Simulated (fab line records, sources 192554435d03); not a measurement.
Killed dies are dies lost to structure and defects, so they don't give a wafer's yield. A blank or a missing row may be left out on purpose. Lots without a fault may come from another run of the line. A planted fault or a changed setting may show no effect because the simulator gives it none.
Chamber matching | flow n5_finfet | N5_FIN_SAQP_SPACER1_ALD_24 on ald_sin-02: 4 sister chambers
The step deposits SiO2, target thk 20.3 nm, pulse time 1 s, purge time 2 s. 16 wafers are shown with their chamber, then 8 later ones without.

WAFERS WITH THEIR CHAMBER
wafer  | chamber | heater_power_w (W) | chamber_pressure_Torr (Torr) | precursor_pulse_height_rel
L079.1 | 3       | 434                | 1.995                        | 1.013
L079.2 | 2       | 434                | 2.002                        | 0.997
L079.5 | 1       | 407                | 2.000                        | 1.005
L080.1 | 2       | 456                | 1.989                        | 1.005
L080.4 | 3       | 441                | 1.998                        | 0.982
L080.5 | 1       | 406                | 2.002                        | 0.990
L081.3 | 3       | 429                | 1.997                        | 1.030
L081.4 | 0       | 426                | 1.992                        | 0.988
L081.6 | 0       | 430                | 1.993                        | 1.012
L082.1 | 2       | 447                | 2.004                        | 1.024
L082.2 | 0       | 422                | 2.001                        | 0.962
L082.4 | 3       | 439                | 2.000                        | 0.994
L083.1 | 1       | 404                | 2.008                        | 1.027
L083.3 | 0       | 428                | 1.999                        | 0.977
L083.5 | 3       | 441                | 2.000                        | 0.992
L084.3 | 2       | 442                | 1.997                        | 1.001

SIGNATURES (means of the wafers above)
reading                    | chamber 0 | chamber 1 | chamber 2 | chamber 3 | scatter within a chamber
heater_power_w             | 426.50    | 405.67    | 444.75    | 436.80    | 5.8
chamber_pressure_Torr      | 1.99625   | 2.00333   | 1.99800   | 1.99800   | 0.00452
precursor_pulse_height_rel | 0.98475   | 1.00733   | 1.00675   | 1.00220   | 0.0181
Rule: a wafer's distance from a chamber is the root of the sum, over the readings, of the square of ((its reading less the chamber's mean) divided by the reading's scatter). The wafer belongs to the nearest chamber; if the next one is less than 2 further off, it can't be placed. The scatter: the root of (the sum of the squares of (reading less its chamber's mean) over the shown wafers, divided by (wafers less chambers)).

WAFERS WITHOUT THEIR CHAMBER
wafer  | heater_power_w (W) | chamber_pressure_Torr (Torr) | precursor_pulse_height_rel
L084.4 | 425                | 2.005                        | 0.980
L084.6 | 406                | 1.998                        | 0.976
L087.3 | 408                | 1.991                        | 1.013
L087.4 | 418                | 1.997                        | 1.014
L087.5 | 428                | 2.002                        | 1.013
L096.1 | 431                | 1.993                        | 0.960
L096.4 | 413                | 1.997                        | 1.011
L096.5 | 428                | 1.999                        | 0.998

WHICH CHAMBER EACH WENT THROUGH
wafer  | from the rows above          | in truth
L084.4 | can't be placed: 0 or 3 or 1 | 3
L084.6 | can't be placed: 1 or 0      | 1
L087.3 | can't be placed: 1 or 0      | 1
L087.4 | can't be placed: 0 or 1 or 3 | 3
L087.5 | can't be placed: 3 or 0 or 2 | 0
L096.1 | can't be placed: 0 or 3 or 2 | 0
L096.4 | can't be placed: 1 or 0      | 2
L096.5 | can't be placed: 0 or 3 or 2 | 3
Placed correctly: 0 of 8. Can't be placed from these rows: 8 (the true chamber is among the candidates in 7). Placed wrongly: 0.
